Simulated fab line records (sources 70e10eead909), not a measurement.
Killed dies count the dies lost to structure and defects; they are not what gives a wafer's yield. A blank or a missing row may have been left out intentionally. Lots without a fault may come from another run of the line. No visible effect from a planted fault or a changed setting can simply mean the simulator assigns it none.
A lot that was struck, set against a sound lot    flow nandHarc    14 out of 1159 route steps
Sound: the wafers L548.1, L548.5, L548.6. Wafers L542.3, L542.4, L542.5 were the ones struck. The cause is named last.
Order at every step that has rows: each side's tool, ch and its chambers, its first start. Under that, the readings that differ: sound wafers    struck wafers    difference of the means    sigmas: that difference in standard deviations of wafers without a fault.
alike: readings whose means differ by less than 2 such deviations, and words and numbers that are the same on both sides. not compared: withheld readings, readings that some wafer has no value for, bounds like >300 that may hide the same value, and numbers for which the record gives no deviation and whose values overlap.
The two part at a step that has a row with sigmas, a row that says differs or no value, or rows on one side only. Numbers that have no deviation but don't overlap get no sigmas and don't part them. Lack of a reading on every wafer of one side parts them only where that side has two or more wafers.

first, 1 step without rows for these wafers: NHARC_A_CHANNEL_HOLE_D1_SRD_29.
NHARC_A_CHANNEL_HOLE_D1_CD_MEAS_30:
  struck on cdSem-03, day 11 22:05; sound on cdSem-03, day 12 16:38
  alike: cdNm
then, 1 step without rows for these wafers: NHARC_A_CHANNEL_HOLE_D1_XSEM_31.
NHARC_A_CHANNEL_HOLE_D1_INSPECT_40:
  struck on defectInspect-02, day 11 22:16; sound on defectInspect-02, day 12 16:50
  alike: rawDefectCount
then, 2 steps without rows for these wafers: NHARC_A_CHANNEL_FILL_D1_PRECLEAN_00 (cleans in SC1); NHARC_A_CHANNEL_FILL_D1_SRD_01.
NHARC_A_CHANNEL_FILL_D1_ALD_02: deposits SiO2, target thk 6 nm, pulse time 10 s, ald cycles 60.
  sound on aldHk-01 ch 1,2, day 12 17:19; struck on aldHk-03 ch 0,1,3, day 11 22:37
  alike: heaterPowerW, precursorPulseHeightRel, susceptorTempC
  not compared: sinceWetCleanH
NHARC_A_CHANNEL_FILL_D1_ALD_03: deposits SiNx, target thk 6 nm, pulse time 60 s, ald cycles 58.
  sound on aldSinBatch-01 ch 0; struck on aldSinBatch-03 ch 0
reading             sound  struck             difference                    sigmas
susceptorTempC (C)  - - -  629.8 630.8 630.3  no value on the sound wafers  
  alike: precursorPulseHeightRel
then, 1 step without rows for these wafers: NHARC_A_CHANNEL_FILL_D1_ALD_14 (deposits SiO2, target thk 2.5 nm, pulse time 10 s, ald cycles 25).
NHARC_A_CHANNEL_FILL_D1_ALD_15: deposits SiNx, target thk 2 nm, pulse time 60 s, ald cycles 19.
  sound on aldSinBatch-01 ch 0; struck on aldSinBatch-02 ch 0
reading             sound  struck                difference                    sigmas
susceptorTempC (C)  - - -  630.31 629.88 630.12  no value on the sound wafers  
  alike: precursorPulseHeightRel
NHARC_A_CHANNEL_FILL_D1_ALD_16: deposits SiO2, target thk 1.5 nm, pulse time 10 s, ald cycles 15.
  sound on aldHk-04 ch 1,2, day 13 05:25; struck on aldHk-03 ch 0,3, day 12 11:40
reading                  sound              struck             difference  sigmas
precursorPulseHeightRel  0.994 0.954 1.013  1.043 1.017 1.023  +0.041      +2
  alike: heaterPowerW, susceptorTempC
  not compared: sinceWetCleanH
then, 1 step without rows for these wafers: NHARC_A_CHANNEL_FILL_D1_ANNEAL_17 (time 1800 s).
NHARC_A_CHANNEL_FILL_D1_CVD_18: deposits poly-Si, target thk 3 nm.
  sound on lpcvdPoly-01 ch 0, day 13 15:11; struck on lpcvdPoly-02 ch 0, day 12 23:23
NHARC_A_CHANNEL_FILL_D1_ETCHBACK_19: etches the open film in HBr/Cl2, target depth 5 nm, time 1.7 s.
  sound on rieSi-04 ch 0,1, day 13 17:14; struck on rieSi-05 ch 0,3, day 13 01:48
  alike: drypumpMotorCurrentA, heBacksideLeakSccm, mfcCl2Sccm, oesProductAu, rfFwdPowerW, throttleValvePct
  not compared: rfHoursCounterH

## WHERE THEY PART
First at NHARC_A_CHANNEL_FILL_D1_ALD_03; last, within this record, at NHARC_A_CHANNEL_FILL_D1_ALD_16. Later steps at which nothing parts them and some readings are alike: NHARC_A_CHANNEL_FILL_D1_ETCHBACK_19.

WHY: what had been put in by the simulator
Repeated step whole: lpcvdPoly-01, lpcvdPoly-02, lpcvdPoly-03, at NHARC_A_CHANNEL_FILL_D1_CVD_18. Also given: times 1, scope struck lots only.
